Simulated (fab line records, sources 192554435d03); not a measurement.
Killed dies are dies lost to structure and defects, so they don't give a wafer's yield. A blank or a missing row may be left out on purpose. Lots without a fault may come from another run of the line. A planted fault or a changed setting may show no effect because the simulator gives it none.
Which tool did it? | flow n5_finfet | 24 lots, 72 wafers sampled, at 5 steps of a route of 1938

WHAT THE GAUGES READ, wafer by wafer
N5_BEOL_M10_THK_MEAS_01. Usual: M10_ILD_THK 268 nm, standard deviation 3.4.
lot  | measured     | on            | M10_ILD_THK (nm) | flag
L074 | day 9 01:23  | film_metro-02 | 265 268 270      |
L077 | day 10 04:55 | film_metro-01 | 270 274 273      |
L078 | day 10 15:24 | film_metro-01 | 266 271 266      |
L075 | day 10 17:55 | film_metro-01 | 265 268 267      |
L076 | day 11 03:06 | film_metro-02 | 267 270 271      |
L080 | day 11 09:05 | film_metro-01 | 264 266 271      |
L079 | day 11 14:40 | film_metro-02 | 264 264 272      |
L083 | day 12 11:26 | film_metro-02 | 265 268 269      |
L081 | day 12 11:43 | film_metro-01 | 270 273 277      |
L082 | day 12 15:00 | film_metro-01 | 268 274 268      |
L084 | day 12 15:16 | film_metro-01 | 266 267 267      |
L085 | day 12 19:50 | film_metro-01 | 266 268 268      |
L086 | day 13 03:19 | film_metro-01 | 264 273 272      |
L087 | day 13 16:14 | film_metro-01 | 270 270 269      |
L088 | day 13 16:30 | film_metro-02 | 268 271 274      |
L089 | day 13 16:46 | film_metro-01 | 267 264 268      |
L090 | day 14 08:23 | film_metro-01 | 265 265 264      |
L091 | day 14 17:58 | film_metro-01 | 267 267 272      |
L092 | day 14 20:22 | film_metro-02 | 261 263 266      |
L093 | day 14 21:19 | film_metro-02 | 264 262 268      |
L094 | day 14 22:14 | film_metro-02 | 263 265 271      |
L095 | day 15 10:53 | film_metro-01 | 263 267 268      |
L096 | day 15 15:50 | film_metro-02 | 266 271 272      |
L097 | day 15 19:20 | film_metro-01 | 270 273 275      |

N5_BEOL_M11_CD_MEAS_18: pitch 140 nm, target cd 70 nm. Usual: cd_nm 70.0 nm, standard deviation 0.56.
lot  | measured     | on        | cd_nm (nm)     | flag
L074 | day 9 12:24  | cd_sem-03 | 69.2 69.3 70.3 |
L077 | day 10 12:17 | cd_sem-02 | 69.7 70.4 69.6 |
L078 | day 11 01:32 | cd_sem-03 | 70.4 70.5 70.7 |
L075 | day 11 08:05 | cd_sem-02 | 69.7 69.9 69.7 |
L076 | day 11 16:35 | cd_sem-03 | 70.2 70.8 71.1 |
L080 | day 11 19:49 | cd_sem-02 | 69.5 69.9 69.9 |
L079 | day 11 23:01 | cd_sem-02 | 69.4 69.5 69.9 |
L083 | day 12 22:28 | cd_sem-01 | 69.3 69.4 70.2 |
L081 | day 12 22:44 | cd_sem-01 | 69.8 69.5 69.6 |
L082 | day 12 23:43 | cd_sem-03 | 69.9 69.9 69.4 |
L084 | day 13 01:57 | cd_sem-03 | 70.8 70.6 70.3 |
L085 | day 13 06:11 | cd_sem-01 | 70.9 70.0 71.3 |
L086 | day 13 15:09 | cd_sem-02 | 70.2 70.8 70.0 |
L087 | day 14 03:32 | cd_sem-03 | 69.9 70.6 69.9 |
L088 | day 14 03:47 | cd_sem-03 | 70.3 69.7 70.5 |
L089 | day 14 06:44 | cd_sem-02 | 70.3 70.4 70.3 |
L090 | day 14 20:20 | cd_sem-03 | 70.5 68.9 69.5 |
L091 | day 15 03:32 | cd_sem-01 | 69.4 70.0 69.1 |
L092 | day 15 11:22 | cd_sem-02 | 70.0 70.1 70.4 |
L093 | day 15 11:34 | cd_sem-01 | 70.6 69.9 69.3 |
L094 | day 15 10:13 | cd_sem-03 | 70.3 70.7 70.1 |
L095 | day 15 21:11 | cd_sem-01 | 69.7 68.7 69.3 |
L096 | day 16 02:32 | cd_sem-03 | 70.1 69.2 69.3 |
L097 | day 16 07:22 | cd_sem-01 | 70.4 70.5 70.1 |

WHICH TOOL RAN EACH LOT (tool, then ch and the chambers of the sampled wafers, then the start)
lot  | N5_BEOL_M10_DESCUM_16              | N5_BEOL_M10_ETCH_66                | N5_BEOL_M10_PRE_CLEAN_45
L074 | rie_diel-03 ch 2,3, day 9 02:41    | rie_diel-01 ch 1,2,3, day 9 04:20  | pvd_sputter-01, day 9 07:11
L077 | rie_diel-04 ch 1,2,3, day 10 06:05 | rie_diel-01 ch 0,1,2, day 10 07:37 | pvd_sputter-02, day 10 08:56
L078 | rie_diel-03 ch 1,2,3, day 10 17:02 | rie_diel-04 ch 0,1,2, day 10 19:28 | pvd_sputter-02, day 10 20:47
L075 | rie_diel-03 ch 1,2,3, day 10 21:01 | rie_diel-04 ch 0,3, day 11 00:23   | pvd_sputter-01, day 11 01:34
L076 | rie_diel-01 ch 0,2, day 11 07:32   | rie_diel-01 ch 1,2, day 11 09:39   | pvd_sputter-02, day 11 11:50
L080 | rie_diel-03 ch 1,3, day 11 11:06   | rie_diel-03 ch 1,2,3, day 11 12:10 | pvd_sputter-03, day 11 13:15
L079 | rie_diel-03 ch 1,2, day 11 16:02   | rie_diel-04 ch 1,3, day 11 17:59   | pvd_sputter-01, day 11 19:02
L083 | rie_diel-01 ch 0,2, day 12 13:18   | rie_diel-03 ch 0,3, day 12 15:59   | pvd_sputter-03, day 12 17:53
L081 | rie_diel-04 ch 0,2, day 12 13:21   | rie_diel-04 ch 2,3, day 12 15:46   | pvd_sputter-02, day 12 17:49
L082 | rie_diel-04 ch 0,1, day 12 17:04   | rie_diel-03 ch 1,2,3, day 12 18:10 | pvd_sputter-02, day 12 19:10
L084 | rie_diel-01 ch 0,1,3, day 12 17:07 | rie_diel-01 ch 1,2,3, day 12 18:23 | pvd_sputter-02, day 12 21:11
L085 | rie_diel-01 ch 0,1,2, day 12 21:50 | rie_diel-03 ch 0,2, day 12 22:54   | pvd_sputter-01, day 13 00:41
L086 | rie_diel-04 ch 0,1, day 13 05:41   | rie_diel-04 ch 0,1, day 13 10:03   | pvd_sputter-01, day 13 11:02
L087 | rie_diel-01 ch 0,1,3, day 13 18:13 | rie_diel-03 ch 0,1,3, day 13 20:49 | pvd_sputter-01, day 13 22:02
L088 | rie_diel-04 ch 0,1, day 13 18:19   | rie_diel-01 ch 0,1,2, day 13 21:00 | pvd_sputter-01, day 13 22:13
L089 | rie_diel-03 ch 0,2,3, day 13 18:20 | rie_diel-01 ch 1,2,3, day 13 21:28 | pvd_sputter-03, day 13 22:58
L090 | rie_diel-04 ch 1,2,3, day 14 10:17 | rie_diel-03 ch 0,1,2, day 14 13:11 | pvd_sputter-03, day 14 14:29
L091 | rie_diel-01 ch 0,2,3, day 14 19:33 | rie_diel-04 ch 0,2,3, day 14 22:22 | pvd_sputter-01, day 14 23:29
L092 | rie_diel-04 ch 0,1,3, day 14 23:32 | rie_diel-03 ch 1,3, day 15 01:46   | pvd_sputter-01, day 15 06:25
L093 | rie_diel-04 ch 2,3, day 14 23:47   | rie_diel-04 ch 0,1,3, day 15 02:08 | pvd_sputter-01, day 15 06:29
L094 | rie_diel-03 ch 0,1,3, day 14 23:51 | rie_diel-04 ch 0,1,3, day 15 01:40 | pvd_sputter-01, day 15 06:20
L095 | rie_diel-03 ch 0,1, day 15 13:06   | rie_diel-03 ch 0,2,3, day 15 14:27 | pvd_sputter-03, day 15 16:39
L096 | rie_diel-04 ch 0,3, day 15 18:02   | rie_diel-03 ch 1,2,3, day 15 19:26 | pvd_sputter-03, day 15 20:37
L097 | rie_diel-04 ch 0,1,3, day 15 20:34 | rie_diel-04 ch 0,1, day 16 00:40   | pvd_sputter-03, day 16 01:47
- N5_BEOL_M10_DESCUM_16: chemistry O2, time 7.9 s.
- N5_BEOL_M10_ETCH_66: etches SOC in N2/H2, target depth 120 nm, overetch 24 nm, time 180 s.
- N5_BEOL_M10_PRE_CLEAN_45: time 30 s.

WHAT THE TOOLS THEMSELVES READ (means of the sampled wafers that have a number; where no wafer has one, the mark that the record gives instead)
N5_BEOL_M10_DESCUM_16. Usual: drypump_motor_current_A 5.9 A, standard deviation 0.39; oes_product_au 0.80 a.u., standard deviation 0.1; rf_vpp_V 243.1 V, standard deviation 1.1; showerhead_plenum_p_Torr 2.08 Torr, standard deviation 0.049; throttle_valve_pct 20.44 %, standard deviation 0.23.
lot  | tool        | drypump_motor_current_A (A) | oes_product_au (a.u.) | rf_vpp_V (V) | showerhead_plenum_p_Torr (Torr) | throttle_valve_pct (%) | flag
L074 | rie_diel-03 | 5.9                         | 0.69                  | 242.3        | 2.07                            | 20.57                  |
L077 | rie_diel-04 | 5.7                         | 0.80                  | 243.3        | 2.10                            | 20.50                  |
L078 | rie_diel-03 | 6.0                         | 0.88                  | 242.3        | 2.06                            | 20.37                  |
L075 | rie_diel-03 | 6.0                         | 0.87                  | 242.4        | 2.06                            | 20.37                  |
L076 | rie_diel-01 | 6.2                         | 0.80                  | 244.4        | 2.17                            | 20.43                  |
L080 | rie_diel-03 | 6.0                         | 0.94                  | 241.8        | 2.05                            | 20.31                  |
L079 | rie_diel-03 | 5.9                         | 0.76                  | 243.1        | 2.06                            | 20.56                  |
L083 | rie_diel-01 | 6.1                         | 0.76                  | 243.7        | 2.12                            | 20.39                  |
L081 | rie_diel-04 | 5.2                         | 0.78                  | 242.7        | 2.06                            | 20.50                  |
L082 | rie_diel-04 | 5.5                         | 0.87                  | 244.0        | 2.09                            | 20.30                  |
L084 | rie_diel-01 | 6.4                         | 0.78                  | 244.1        | 2.12                            | 20.59                  |
L085 | rie_diel-01 | 6.3                         | 0.75                  | 243.5        | 2.11                            | 20.50                  |
L086 | rie_diel-04 | 5.5                         | 0.87                  | 242.7        | 2.09                            | 20.30                  |
L087 | rie_diel-01 | 6.4                         | 0.77                  | 243.8        | 2.12                            | 20.60                  |
L088 | rie_diel-04 | 5.6                         | 0.79                  | 243.6        | 2.12                            | 20.50                  |
L089 | rie_diel-03 | 5.8                         | 0.85                  | 242.9        | 2.08                            | 20.30                  |
L090 | rie_diel-04 | 5.6                         | 0.76                  | 243.1        | 2.08                            | 20.56                  |
L091 | rie_diel-01 | 6.2                         | 0.77                  | 244.0        | 2.12                            | 20.51                  |
L092 | rie_diel-04 | 5.7                         | 0.83                  | 242.6        | 2.08                            | 20.35                  |
L093 | rie_diel-04 | 5.7                         | 0.80                  | 241.7        | 2.04                            | 20.41                  |
L094 | rie_diel-03 | 5.9                         | 0.91                  | 243.1        | 2.07                            | 20.23                  |
L095 | rie_diel-03 | 5.8                         | 0.88                  | 243.0        | 2.07                            | 20.31                  |
L096 | rie_diel-04 | 5.8                         | 0.86                  | 242.5        | 2.04                            | 20.21                  |
L097 | rie_diel-04 | 5.7                         | 0.81                  | 243.0        | 2.08                            | 20.37                  |

N5_BEOL_M10_ETCH_66. Usual: drypump_motor_current_A 5.9 A, standard deviation 0.39; oes_product_au 0.65 a.u., standard deviation 0.076; rf_vpp_V 523.7 V, standard deviation 1.9; showerhead_plenum_p_Torr 2.54 Torr, standard deviation 0.063; throttle_valve_pct 17.87 %, standard deviation 0.26.
lot  | tool        | drypump_motor_current_A (A) | oes_product_au (a.u.) | rf_vpp_V (V) | showerhead_plenum_p_Torr (Torr) | throttle_valve_pct (%) | flag
L074 | rie_diel-01 | 6.2                         | 0.62                  | 523.9        | 2.55                            | 17.95                  |
L077 | rie_diel-01 | 6.3                         | 0.62                  | 524.6        | 2.58                            | 17.94                  |
L078 | rie_diel-04 | 5.4                         | 0.58                  | 524.4        | 2.56                            | 18.09                  |
L075 | rie_diel-04 | 5.8                         | 0.67                  | 522.7        | 2.49                            | 17.77                  |
L076 | rie_diel-01 | 6.4                         | 0.58                  | 522.7        | 2.52                            | 18.06                  |
L080 | rie_diel-03 | 6.0                         | 0.70                  | 522.1        | 2.51                            | 17.80                  |
L079 | rie_diel-04 | 5.9                         | 0.68                  | 523.9        | 2.54                            | 17.85                  |
L083 | rie_diel-03 | 5.7                         | 0.77                  | 524.6        | 2.57                            | 17.48                  |
L081 | rie_diel-04 | 5.4                         | 0.61                  | 522.6        | 2.50                            | 18.00                  |
L082 | rie_diel-03 | 6.0                         | 0.68                  | 522.3        | 2.50                            | 17.81                  |
L084 | rie_diel-01 | 6.2                         | 0.61                  | 523.7        | 2.53                            | 18.00                  |
L085 | rie_diel-03 | 5.7                         | 0.63                  | 523.3        | 2.55                            | 17.86                  |
L086 | rie_diel-04 | 5.5                         | 0.70                  | 523.2        | 2.55                            | 17.80                  |
L087 | rie_diel-03 | 5.9                         | 0.74                  | 524.0        | 2.53                            | 17.63                  |
L088 | rie_diel-01 | 6.3                         | 0.60                  | 525.6        | 2.57                            | 18.00                  |
L089 | rie_diel-01 | 6.2                         | 0.60                  | 524.8        | 2.53                            | 18.01                  |
L090 | rie_diel-03 | 5.8                         | 0.67                  | 523.9        | 2.53                            | 17.82                  |
L091 | rie_diel-04 | 5.5                         | 0.66                  | 523.0        | 2.49                            | 17.83                  |
L092 | rie_diel-03 | 6.1                         | 0.71                  | 522.8        | 2.49                            | 17.78                  |
L093 | rie_diel-04 | 5.7                         | 0.66                  | 524.4        | 2.53                            | 17.86                  |
L094 | rie_diel-04 | 5.7                         | 0.66                  | 523.6        | 2.53                            | 17.86                  |
L095 | rie_diel-03 | 5.8                         | 0.66                  | 524.3        | 2.53                            | 17.72                  |
L096 | rie_diel-03 | 6.0                         | 0.65                  | 522.0        | 2.49                            | 17.86                  |
L097 | rie_diel-04 | 5.6                         | 0.63                  | 524.5        | 2.58                            | 18.06                  |

N5_BEOL_M10_PRE_CLEAN_45. Usual: heater_power_w 323 W, standard deviation 27.
lot  | tool           | heater_power_w (W) | flag
L074 | pvd_sputter-01 | 317                |
L077 | pvd_sputter-02 | 342                |
L078 | pvd_sputter-02 | 337                |
L075 | pvd_sputter-01 | 328                |
L076 | pvd_sputter-02 | 339                |
L080 | pvd_sputter-03 | 297                |
L079 | pvd_sputter-01 | 310                |
L083 | pvd_sputter-03 | 305                |
L081 | pvd_sputter-02 | 337                |
L082 | pvd_sputter-02 | 340                |
L084 | pvd_sputter-02 | 342                |
L085 | pvd_sputter-01 | 308                |
L086 | pvd_sputter-01 | 301                |
L087 | pvd_sputter-01 | 300                |
L088 | pvd_sputter-01 | 309                |
L089 | pvd_sputter-03 | 317                |
L090 | pvd_sputter-03 | 340                |
L091 | pvd_sputter-01 | 286                |
L092 | pvd_sputter-01 | 323                |
L093 | pvd_sputter-01 | 282                |
L094 | pvd_sputter-01 | 312                |
L095 | pvd_sputter-03 | 318                |
L096 | pvd_sputter-03 | 336                |
L097 | pvd_sputter-03 | 329                |

THE ANSWER, worked out from the rows above alone
Rule: a lot is off if the mean of its wafers that have a number lies more than 3 standard deviations from the usual mean. A lot without any number at a reading at which 4 lots or more have one is off too. The other lots that the step has rows for count as sound. The gauges are gone through in route order, then the tools' own readings, and for those a lot's mean is taken as printed above. The first step at which some lot is off is used, and at that step the reading that is off furthest; a lot without a number counts as furthest.
No lot is off at any reading shown: from this, nothing can be told.

WHAT THE SIMULATOR HAD PUT IN
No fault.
